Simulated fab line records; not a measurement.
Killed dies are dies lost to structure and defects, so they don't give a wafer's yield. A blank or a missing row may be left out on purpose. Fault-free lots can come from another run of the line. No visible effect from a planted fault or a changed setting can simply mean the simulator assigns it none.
Chamber matching | flow n5-finfet | N5_BEOL_M4_ALD_98 on ald-sin-03 has 4 sister chambers
The step deposits SiO2, target thk 2.5 nm, pulse time 1 s, co reactant pulse time 1 s. 8 wafers are shown with their chamber, then 11 later ones without.

## WAFERS WITH THEIR CHAMBER
wafer  | chamber | heater-power-w (W) | precursor-pulse-height-rel
L078.5 | 1       | 88                 | 1.009
L081.2 | 0       | 85                 | 1.028
L081.4 | 1       | 86                 | 1.021
L088.5 | 3       | 94                 | 0.995
L089.1 | 3       | 96                 | 0.978
L089.2 | 2       | 84                 | 1.031
L089.6 | 0       | 85                 | 0.975
L090.1 | 2       | 82                 | 0.999

## WAFERS WITH NO CHAMBER GIVEN
wafer  | heater-power-w (W) | precursor-pulse-height-rel
L090.4 | 98                 | 1.003
L090.5 | 95                 | 0.993
L092.2 | 87                 | 0.988
L092.3 | 96                 | 1.013
L092.6 | 95                 | 1.013
L096.3 | 82                 | 1.022
L096.4 | 84                 | 1.010
L096.5 | 82                 | 0.995
L095.3 | 83                 | 1.010
L095.5 | 82                 | 0.979
L095.6 | 93                 | 1.022

## THE CHAMBER EACH PASSED THROUGH
wafer  | from the rows above          | in truth
L090.4 | 3                            | 3
L090.5 | 3                            | 3
L092.2 | can't be placed: 1 or 0      | 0
L092.3 | 3                            | 3
L092.6 | 3                            | 3
L096.3 | can't be placed: 2 or 0      | 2
L096.4 | can't be placed: 2 or 0 or 1 | 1
L096.5 | can't be placed: 2 or 0      | 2
L095.3 | can't be placed: 2 or 0      | 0
L095.5 | can't be placed: 2 or 0      | 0
L095.6 | 3                            | 3
Correctly placed: 5 of 11. From these rows, 6 cannot be placed; in 6 the true chamber is one of the candidates. Number placed wrongly: 0.
How it was worked out, from the rows above alone: a wafer's distance from a chamber is the root of the sum, over the readings, of the square of ((its reading less the chamber's mean) divided by the reading's scatter). The wafer belongs to the nearest chamber; if the next one is less than 2 further off, it can't be placed. For every chamber, the mean is computed from those of its wafers that are shown. The scatter: take each reading less its chamber's mean, square it, sum over the shown wafers, divide by the number of wafers less the number of chambers, and take the root.
